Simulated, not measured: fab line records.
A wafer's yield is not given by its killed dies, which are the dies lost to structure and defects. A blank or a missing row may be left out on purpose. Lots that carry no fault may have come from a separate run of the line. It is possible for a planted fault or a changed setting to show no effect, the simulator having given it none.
Chamber matching | flow n5 finfet | 4 sister chambers for N5_BEOL_M6_STRIP_36 on rie diel-03
The step strips in N2/H2. 18 wafers are shown with their chamber, then 9 later ones without.

## EACH WAFER AND ITS CHAMBER
wafer  | chamber | drypump motor current A (A) | showerhead plenum p Torr (Torr) | throttle valve pct (%)
L078.2 | 3       | 5.5                         | 2.49                            | 23.62
L078.3 | 2       | 6.0                         | 2.61                            | 24.35
L078.6 | 1       | 6.6                         | 2.48                            | 23.37
L080.4 | 1       | 6.6                         | 2.47                            | 23.35
L080.5 | 0       | 5.3                         | 2.50                            | 23.54
L080.6 | 1       | 6.6                         | 2.47                            | 23.38
L081.3 | 1       | 6.6                         | 2.47                            | 23.37
L081.4 | 2       | 5.9                         | 2.60                            | 24.34
L081.5 | 3       | 5.5                         | 2.48                            | 23.68
L086.1 | 3       | 5.5                         | 2.48                            | 23.69
L086.2 | 0       | 5.3                         | 2.49                            | 23.61
L086.4 | 3       | 5.5                         | 2.48                            | 23.64
L091.1 | 0       | 5.4                         | 2.49                            | 23.64
L091.4 | 2       | 6.0                         | 2.60                            | 24.18
L091.5 | 0       | 5.3                         | 2.49                            | 23.59
L093.1 | 3       | 5.5                         | 2.47                            | 23.68
L093.4 | 2       | 6.0                         | 2.59                            | 24.17
L093.6 | 3       | 5.5                         | 2.47                            | 23.71

SIGNATURES (means of the wafers above)
reading                  | chamber 0 | chamber 1 | chamber 2 | chamber 3 | scatter within a chamber
drypump motor current A  | 5.325     | 6.600     | 5.975     | 5.500     | 0.0327
showerhead plenum p Torr | 2.4925    | 2.4725    | 2.6000    | 2.4783    | 0.00673
throttle valve pct       | 23.5950   | 23.3675   | 24.2600   | 23.6700   | 0.0537
Rule: distance of a wafer from a chamber = root of the sum over the readings of ((wafer's reading minus chamber's mean) / reading's scatter) squared. If the next closest chamber is less than 2 further off than the closest, the wafer can't be placed; otherwise it belongs to the closest. How the scatter is found: for the shown wafers, subtract from each reading the mean of its chamber, square and add these, divide the total by (wafers less chambers), then take the root.

## WAFERS WITHOUT THEIR CHAMBER
wafer  | drypump motor current A (A) | showerhead plenum p Torr (Torr) | throttle valve pct (%)
L094.1 | 5.6                         | 2.47                            | 23.68
L094.2 | 5.3                         | 2.49                            | 23.62
L094.6 | 5.4                         | 2.48                            | 23.63
L097.1 | 6.6                         | 2.46                            | 23.39
L097.2 | 6.0                         | 2.59                            | 24.19
L097.3 | 5.5                         | 2.47                            | 23.68
L095.3 | 5.5                         | 2.47                            | 23.71
L095.5 | 5.5                         | 2.47                            | 23.68
L095.6 | 5.4                         | 2.48                            | 23.63

## CHAMBER TAKEN BY EACH
wafer  | from the rows above     | in truth
L094.1 | 3                       | 3
L094.2 | 0                       | 0
L094.6 | can't be placed: 0 or 3 | 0
L097.1 | 1                       | 1
L097.2 | 2                       | 2
L097.3 | 3                       | 3
L095.3 | 3                       | 3
L095.5 | 3                       | 3
L095.6 | can't be placed: 0 or 3 | 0
Correctly placed: 7 of 9. Not placeable from these rows: 2 (in 2, the candidates include the true chamber). Placed wrongly: 0.
